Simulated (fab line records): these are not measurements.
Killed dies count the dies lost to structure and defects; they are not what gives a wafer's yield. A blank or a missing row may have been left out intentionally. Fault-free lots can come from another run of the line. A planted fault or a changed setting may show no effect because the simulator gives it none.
A single fault, viewed from 2 desks | flow n5-finfet | what lay behind the numbers comes last; until then each desk has only its own

DESK OF THE TOOL OWNER: pvd-sputter-02
The tool's own readings at N5_BEOL_M3_HM_DEP_02 (deposits TiN, target thk 20 nm): means of the sampled wafers that have a number, for each lot that ran on this tool. Any lot whose mean is over 4 standard deviations away from the usual mean is out of limits and marked OUT; that distance is given in the brackets.
Columns: A = substrate-temp-c at N5_BEOL_M3_HM_DEP_02, usual 25.03 C; B = throttle-valve-pct at N5_BEOL_M3_HM_DEP_02, usual 30.0 %
lot  | first seen here | A     | B
L350 | day 9 04:03     | 25.01 | 30.0
L355 | day 10 11:00    | 25.06 | 29.9
L356 | day 10 11:20    | 25.00 | 30.4
This desk's finding: nothing out of limits on any of the 3 lots.

AT THE METROLOGY DESK
Lot by lot, what the gauges showed, no matter which tool ran the lot: averages of those sampled wafers that carry a number. Any lot whose mean is over 4 standard deviations away from the usual mean is out of limits and marked OUT; that distance is given in the brackets. Readings shown: 7 of its 10, picked as those furthest out on some lot.
Columns: A = DIBL_P at N5_BEOL_M4_RC_MEAS_101, usual 36.3 mV/V; B = ION_N at N5_BEOL_M4_RC_MEAS_101, usual 676 uA/um; C = ION_P at N5_BEOL_M4_RC_MEAS_101, usual 462 uA/um; D = SS_N at N5_BEOL_M4_RC_MEAS_101, usual 71.5 mV/dec; E = SS_P at N5_BEOL_M4_RC_MEAS_101, usual 73.3 mV/dec; F = VT_N at N5_BEOL_M4_RC_MEAS_101, usual 249 mV; G = VT_P at N5_BEOL_M4_RC_MEAS_101, usual -250 mV
lot  | first seen here | A    | B   | C   | D    | E    | F   | G
L350 | day 10 03:54    | 37.1 | 669 | 463 | 72.4 | 73.0 | 251 | -246
L355 | day 11 11:02    | 38.1 | 679 | 461 | 71.8 | 73.6 | 249 | -251
L356 | day 11 14:33    | 34.4 | 667 | 466 | 71.4 | 72.9 | 249 | -247
L360 | day 11 16:41    | 36.9 | 677 | 463 | 71.6 | 73.2 | 250 | -252
This desk's finding: nothing out of limits on any of the 4 lots.

BROUGHT TOGETHER
The desk of the tool owner found nothing out of limits.
Nothing out of limits was seen by the metrology desk.

WHAT HAD BEEN PUT IN BY THE SIMULATOR
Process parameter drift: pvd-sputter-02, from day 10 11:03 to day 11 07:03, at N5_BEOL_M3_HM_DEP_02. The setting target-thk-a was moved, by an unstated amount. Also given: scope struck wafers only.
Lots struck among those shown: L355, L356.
